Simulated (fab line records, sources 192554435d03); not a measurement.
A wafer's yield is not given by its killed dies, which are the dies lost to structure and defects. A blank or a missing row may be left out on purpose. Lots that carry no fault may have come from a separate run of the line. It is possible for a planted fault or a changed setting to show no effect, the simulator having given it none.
fab line records	flow n5_finfet
record: lots: 5	wafers: 15	last_day: 17
route steps=1938 shown BEOL_M5@1182 BEOL_M6@1194 PASSIVATION@1936
lots untouched by any fault: they come from a run of this same line in which no faults occurred
start_h: start of the lot's first displayed wafer, in hours after the record's first day	wait_h: hours elapsed since this lot's preceding step	" the same as in the row above	L1.1+2: several wafers, shown together as one row	- either no value or no given start	* or withheld: withheld	< > ~ a bound
route shown NAME@n: names a module that has steps shown in the file, with the first one's number in the route	usual: the fault-free wafers' mean and standard deviation	same: alike in all rows	chamber/n: place in a boat	sites: the reading at each site	_std_site: how widely they spread, as a standard deviation	_edge_site: outer sites' mean less inner sites'	radius_mm: how far each site lies from the wafer's centre	mask NAME#n: copy n	behind: the most recent tool/chamber to have shaped the wafer	hold: the reason the lot was held/the length of the hold in hours/how it ended	device: the n, p or np transistor that did not switch	end of line: the tests these same wafers got at the end of their route	a step without rows: its recipe alone	killed: the dies lost at the first sort to structure and to defects; this is not the yield of the wafer	map: shows each die of a wafer: x if killed, . if not, _ if none is there
set.NAME: the setting that was run; set.NAME@STEP: the one run at that earlier step	model.NAME: the simulator's own value behind a step, which no gauge read
certain route steps with their lots: each step a table, each wafer a row
services: the hour from which a tool's chamber was out of use, counted from the record's first day as start_h (under 0 if before that day), plus the number of hours and why
== steps ==
step: N5_BEOL_M5_ANNEAL_89
recipe: temp_c: 400	time_s: 1800	ambient: vacuum
step: N5_BEOL_M5_SPUTTER_90
recipe: material: Cu	target_thk_a: 45	temp_c: -20	chamber_pressure_pa: 0.07	power_w: withheld	time_s: 8.29
step: N5_BEOL_M5_ECD_50
recipe: material: Cu	target_thk_a: 3000
step: N5_BEOL_M5_ANNEAL_51
recipe: temp_c: 225	time_s: 90	ambient: N2
step: N5_BEOL_M5_CMP_52
recipe: stop_on: SiCOH_lowk	t_overpolish_s: 6.9	down_force_psi: 1	platen_rpm: 50	clearing_platen_down_force_psi: 1.5	clearing_platen_rpm: 50	post_cmp_clean: cu_alkaline	target_thk_nm: 62	clearing_platen_pad_velocity_m_s: 0.99484	pad_velocity_m_s: 0.99484
step: N5_BEOL_M5_PRE_CLEAN_77
recipe: gas: NH3/H2	time_s: 15	temp_c: *	rf_power_w: 300
step: N5_BEOL_M5_CO_CAP_78
recipe: material: Co	target_thk_a: 20	temp_c: 200	precursor: CCTBA/H2	pressure_torr: 30	time_s: 102.1
step: N5_BEOL_M5_PRE_CLEAN_55
recipe: gas: NH3	time_s: 15	temp_c: withheld	rf_power_w: 300
step: N5_BEOL_M5_DEP_56
recipe: material: SiCN	target_thk_a: 80	temp_c: withheld	precursor: 3MS/NH3	pressure_torr: 3	rf_w: 202	time_s: 14
step: N5_BEOL_M6_ILD_DEP_00
recipe: material: SiCOH_lowk	target_thk_a: 1797.5	temp_c: 300	precursor: DEMS/porogen	pressure_torr: 5	rf_w: 500	time_s: 33.4
usual: heater_power_w: 331/36	showerhead_plenum_p_Torr: 5.741/0.018	throttle_valve_pct: 13.6/0.49
lot.wafer	tool	chamber	start_h	wait_h	heater_power_w	showerhead_plenum_p_Torr	throttle_valve_pct	model.SiCOH_lowk_of_BEOL_M6_ILD_DEP_00.thk_nm
L615.2	pecvd-02	1	220.62	0.0	377	5.733	13.5	178.6
L615.3	"	2	"	"	366	5.748	13.5	180.6
L615.5	"	2	"	"	289	5.751	13.4	182.6
L620.2	pecvd-02	1	253.25	0.0	367	5.731	13.2	187.2
L620.5	"	0	"	"	375	5.733	13.3	191.8
L620.6	"	1	"	"	364	5.723	13.1	191.4
L622.2	pecvd-02	1	261.08	0.0	342	5.715	13.1	184.4
L622.4	"	1	"	"	368	5.728	13.0	190
L622.5	"	2	"	"	344	5.761	13.8	191.6
L623.1	pecvd-02	2	261.45	0.0	357	5.742	13.5	188.4
L623.2	"	1	"	"	319	5.711	13.4	190
L623.6	"	2	"	"	364	5.756	13.6	191.2
L631.1	pecvd-04	1	313.40	0.0	258	5.725	14.1	175.8
L631.3	"	2	"	"	338	5.750	14.2	176
L631.5	"	1	"	"	267	5.717	14.7	178.2
step: N5_BEOL_M6_CURE_74
recipe: temp_c: 385	time_s: 240	ambient: He/Ar	material: SiCOH_lowk
step: N5_BEOL_M6_THK_MEAS_01
recipe: reads: SiCOH_lowk_of_BEOL_M6_ILD_DEP_00
usual: M6_ILD_THK: 154.8/2.1
lot.wafer	tool	chamber	start_h	wait_h	M6_ILD_THK[nm]
L615.2	film_metro-01	-	221.20	0.4	154.1
L615.3	"	-	"	"	155.7
L615.5	"	-	"	"	157.5
L620.2	film_metro-01	-	253.82	0.4	161.6
L620.5	"	-	"	"	165.7
L620.6	"	-	"	"	165.1
L622.2	film_metro-02	-	261.65	0.4	159.2
L622.4	"	-	"	"	163.9
L622.5	"	-	"	"	165.2
L623.1	film_metro-01	-	262.51	0.8	162.7
L623.2	"	-	"	"	163.9
L623.6	"	-	"	"	165.1
L631.1	film_metro-01	-	313.98	0.4	151.5
L631.3	"	-	"	"	151.8
L631.5	"	-	"	"	153.6
step: N5_BEOL_M6_PECVD_70
recipe: material: SiO2	target_thk_a: 200	temp_c: 400	precursor: TEOS/O2	pressure_torr: 5.5	rf_w: 450	teos_flow_sccm: 53.8	gas: O2	flow_sccm: 3000	time_s: 22.7
step: N5_BEOL_M6_HM_DEP_02
recipe: material: TiN	target_thk_a: 200	temp_c: 25	chamber_pressure_pa: 0.49996
step: N5_BEOL_M6_COAT_59
recipe: resist: SOC	temp_c: 250	time_s: 60	spin_rpm: 1500	resist_thk_nm: 100
step: N5_BEOL_M6_COAT_60
recipe: resist: SiARC	temp_c: 220	time_s: 60	spin_rpm: 1500	resist_thk_nm: 35
step: N5_BEOL_M6_COAT_05
recipe: resist: CAR-ArF	spin_rpm: 1500	resist_thk_nm: 90
step: N5_BEOL_M6_EBR_07
recipe: solvent: PGMEA	ebr_width_mm: 1.5
step: N5_BEOL_M6_SOFTBAKE_06
recipe: temp_c: 110	time_s: 60	resist: CAR-ArF
step: N5_BEOL_M6_EXPOSE_08
recipe: mask_id: M6	na: 1.35	source_shape: dipole	sigma_inner: 0.817	sigma_outer: 0.97	polarization: te	dose_mj: 68.25
step: N5_BEOL_M6_PEB_09
recipe: peb_temp_c: withheld	peb_time_s: 60	resist: CAR-ArF
step: N5_BEOL_M6_DEVELOP_10
recipe: develop_time_s: 30	developer: TMAH	resist: CAR-ArF	rinse_liquid: diw	dry: air_spin	dev_temp_c: 23
step: N5_BEOL_M6_DESCUM_16
recipe: chemistry: O2	time_s: 7.9	source_power_w: 50	bias_power_w: 20	pressure_mtorr: 20	rf_frequency_hz: 2.712e+07	temp_c: 40	resist: CAR-ArF	o2_flow_sccm: 225
step: N5_BEOL_M6_ETCH_61
recipe: chemistry: CF4	target: SiARC	target_depth_a: 455	mask_material: CAR-ArF	time_s: 75.8	ion_energy_ev: 80	pressure_mtorr: 40	source_w: 545	bias_w: 36	Ar_flow_sccm: 100	cf4_flow_sccm: 100	ends: cleared
step: N5_BEOL_M6_ETCH_62
recipe: chemistry: N2/H2	target: SOC	target_depth_a: 1100	overetch_a: 220	mask_material: SiARC	temp_c: 40	time_s: 165	ion_energy_ev: 200	pressure_mtorr: 30	source_w: 840	bias_w: 150	n2_flow_sccm: 200	h2_flow_sccm: 200
step: N5_BEOL_M6_STRIP_68
recipe: chemistry: N2/H2	temp_c: 40	n2_flow_sccm: 200	h2_flow_sccm: 200	rf_frequency_hz: 6e+07
step: N5_BEOL_M6_STRIP_67
recipe: chemistry: CF4	resist: SiARC	power_w: 300	bias_power_w: 75	pressure_mtorr: 50	cf4_flow_sccm: 150	rf_frequency_hz: 6e+07
step: N5_BEOL_M6_HM_OPEN_17
recipe: chemistry: Cl2/BCl3	target_depth_a: 200	overetch_a: 60	target: TiN	mask_material: SOC	ion_energy_ev: 150	pressure_mtorr: 10	icp_w: 1000	bias_w: 126	Cl2_flow_sccm: 53.25	bcl3_flow_sccm: 21.75	Ar_flow_sccm: 25
step: N5_BEOL_M6_STRIP_19
recipe: chemistry: O2	power_w: 400	temp_c: 40	pressure_mtorr: 30	rf_frequency_hz: 6e+07	bias_power_w: 0	overash_fraction: 0.2	o2_flow_sccm: 225
step: N5_BEOL_M6_COAT_63
recipe: resist: SOC	temp_c: 250	time_s: 60	spin_rpm: 1500	resist_thk_nm: 60
step: N5_BEOL_M6_COAT_64
recipe: resist: SiARC	temp_c: 220	time_s: 60	spin_rpm: 1500	resist_thk_nm: 12
step: N5_BEOL_M6_COAT_71
recipe: resist: underlayer	temp_c: 205	time_s: 60	spin_rpm: 1500	resist_thk_nm: 5
step: N5_BEOL_M6_COAT_22
recipe: resist: CAR-EUV	spin_rpm: 1500	resist_thk_nm: 30
step: N5_BEOL_M6_EBR_24
recipe: solvent: PGMEA	ebr_width_mm: 1.5
step: N5_BEOL_M6_SOFTBAKE_23
recipe: temp_c: 110	time_s: 60	resist: CAR-EUV
step: N5_BEOL_M6_CMP_52
recipe: stop_on: SiCOH_lowk	t_overpolish_s: 6.9	down_force_psi: 1	platen_rpm: 50	clearing_platen_down_force_psi: 1.5	clearing_platen_rpm: 50	post_cmp_clean: cu_alkaline	target_thk_nm: 80	clearing_platen_pad_velocity_m_s: 0.99484	pad_velocity_m_s: 0.99484
usual: barrier_field_endpoint_s: 29.1/0.76	edge_zone_pressure_frac: 1.000/0.0055	motor_current_A: 6.3/0.68	overpolish_run_s: 6.899/0.0092	time_to_endpoint_s: 63/3.3
lot.wafer	tool	chamber	start_h	wait_h	barrier_field_endpoint_s	edge_zone_pressure_frac	motor_current_A	overpolish_run_s	time_to_endpoint_s	model.SiCOH_lowk_of_BEOL_M6_ILD_DEP_00.thk_nm
L615.3	cmp-04	1	226.20	0.2	29.0	0.996	5.8	6.913	65	152.8
L615.2	"	2	"	"	29.5	1.005	5.5	6.887	63	151
L615.5	"	0	"	"	29.0	1.002	5.9	6.899	57	154.4
L620.2	cmp-02	2	262.33	0.3	28.4	1.004	6.8	6.900	60	158.4
L620.6	"	0	"	"	30.8	1.010	6.2	6.892	67	162.2
L620.5	"	1	"	"	28.9	0.997	6.9	6.904	61	162.4
L623.1	cmp-01	2	269.16	0.3	28.4	1.005	5.9	6.910	55	159.6
L623.2	"	3	"	"	29.5	1.005	6.4	6.906	64	161
L623.6	"	1	"	"	28.7	0.997	6.5	6.896	62	162
L622.2	cmp-04	2	269.21	0.2	29.0	0.992	5.4	6.901	64	156.2
L622.4	"	0	"	"	28.1	1.004	6.0	6.902	63	161
L622.5	"	2	"	"	29.2	0.993	5.6	6.896	65	162.4
L631.3	cmp-02	3	322.96	0.2	28.5	1.003	6.9	6.904	64	148.8
L631.1	"	0	"	"	29.2	0.994	6.0	6.894	66	148.6
L631.5	"	3	"	"	29.1	1.013	6.1	6.893	61	150.6
step: N5_PASSIVATION_PROBE_49
usual: defect_limited_yield: 91.2/1.5	killed_at_M0_to_M3: 33/9.6	killed_at_M4_up: 14/5.6	killed_at_contacts: 14/5.5	killed_at_front_end: 40/13	killed_at_other: 4/3	killed_dies: 104/17	killed_on_rim: 14/4.3	killed_open: 68/13	killed_short: 33/7.2	sort_bin_5_function: 5.2/0.95	sort_bin_6_memory: 3.3/0.62	sort_n_pass: 1076/17	sort_yield_pct: 91.2/1.5
same: gross_dies: 1180	killed_at_back_side: 0	sort_bin_4_leakage[%]: 0	sort_bin_8_speed[%]: 0
lot.wafer	tool	chamber	start_h	wait_h	defect_limited_yield[%]	killed_at_M0_to_M3	killed_at_M4_up	killed_at_contacts	killed_at_front_end	killed_at_other	killed_dies	killed_on_rim	killed_open	killed_short	sort_bin_5_function[%]	sort_bin_6_memory[%]	sort_n_pass	sort_yield_pct[%]
L623.1	prober-02	-	346.85	0.0	93.4	16	8	13	33	8	78	7	55	23	3.5	3.1	1102	93.4
L623.2	prober-02	-	346.90	0.1	92.1	27	10	13	40	3	93	12	58	35	4.7	2.8	1087	92.1
L623.6	prober-02	-	347.10	0.3	92.7	12	11	13	49	1	86	10	58	28	4.5	2.6	1094	92.7
killed by level:class
L623.1 MOL_CONTACT_COAG:geometric_particle:open=10 DUMMY_GATE:geometric_particle:open=8 FIN_SAQP:geometric_particle:open=7 GATE_CUT:geometric_particle:short=6 STI_FIN_REVEAL:geometric_particle:open=5 BEOL_M2:geometric_particle:open=5 BEOL_M0_SAQP:geometric_particle:open=4 MOL_CONTACT_COAG:geometric_particle:short=3
L623.2 MOL_CONTACT_COAG:geometric_particle:open=10 DUMMY_GATE:geometric_particle:open=9 GATE_CUT:geometric_particle:short=8 BEOL_M2:geometric_particle:open=8 STI_FIN_REVEAL:geometric_particle:open=6 BEOL_M0_SAQP:geometric_particle:open=5 FIN_SAQP:geometric_particle:open=4 BEOL_M0_SAQP:geometric_particle:short=4
L623.6 FIN_SAQP:geometric_particle:open=11 MOL_CONTACT_COAG:geometric_particle:open=10 FIN_SAQP:geometric_particle:short=8 GATE_CUT:geometric_particle:short=8 STARTING-WAFER:geometric_particle:open=6 STI_FIN_REVEAL:geometric_particle:open=5 DUMMY_GATE:geometric_particle:open=5 BEOL_M2:geometric_particle:open=4
== services ==
tool	chamber	start_h	hours	kind
cmp-04	-	208.17	5.1	repair
cmp-02	-	220.59	2.2	repair
pecvd-04	-	227.99	28.1	pm
cmp-02	-	235.42	0.2	repair
cmp-02	-	237.66	1.6	repair
cmp-02	-	260.11	0.7	repair
cmp-02	-	266.84	2.7	repair
pecvd-04	-	272.95	0.7	repair
cmp-02	-	277.51	4.0	pm
cmp-02	-	281.51	-	consumable_replace:conditioner
cmp-02	-	281.51	-	consumable_replace:pad
pecvd-02	1	313.98	5.0	scheduled_down
pecvd-04	2	320.66	16.5	scheduled_down
== key ==
first_sign: step: N5_BEOL_M6_THK_MEAS_01	reading: M6_ILD_THK	direction: up	sigmas: 4.1	usual: 154.8	struck: 163.6
effect none on later readings
model_effect: step: N5_BEOL_M6_ILD_DEP_00	value: SiCOH_lowk_of_BEOL_M6_ILD_DEP_00.thk_nm	without: 181.6	struck: 189.6
model_effect: step: N5_BEOL_M6_CMP_52	value: SiCOH_lowk_of_BEOL_M6_ILD_DEP_00.thk_nm	without: 153.6	struck: 160.6
met_at N5_BEOL_M6_ILD_DEP_00
struck_wafers L620.2,L620.5,L620.6,L622.2,L622.4,L622.5,L623.1,L623.2,L623.6
onset_between 220.62 253.25
earlier_fault: kind: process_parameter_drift	tool: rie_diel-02	chamber: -	onset_h: 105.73	steps: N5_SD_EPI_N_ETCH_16	channel: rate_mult	offset: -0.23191	shape: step
fault: kind: process_parameter_drift	tool: pecvd-02	chamber: -	onset_h: 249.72	steps: N5_BEOL_M6_ILD_DEP_00	channel: target_thk_a	offset: *	shape: step	acts_in: *	stated: *
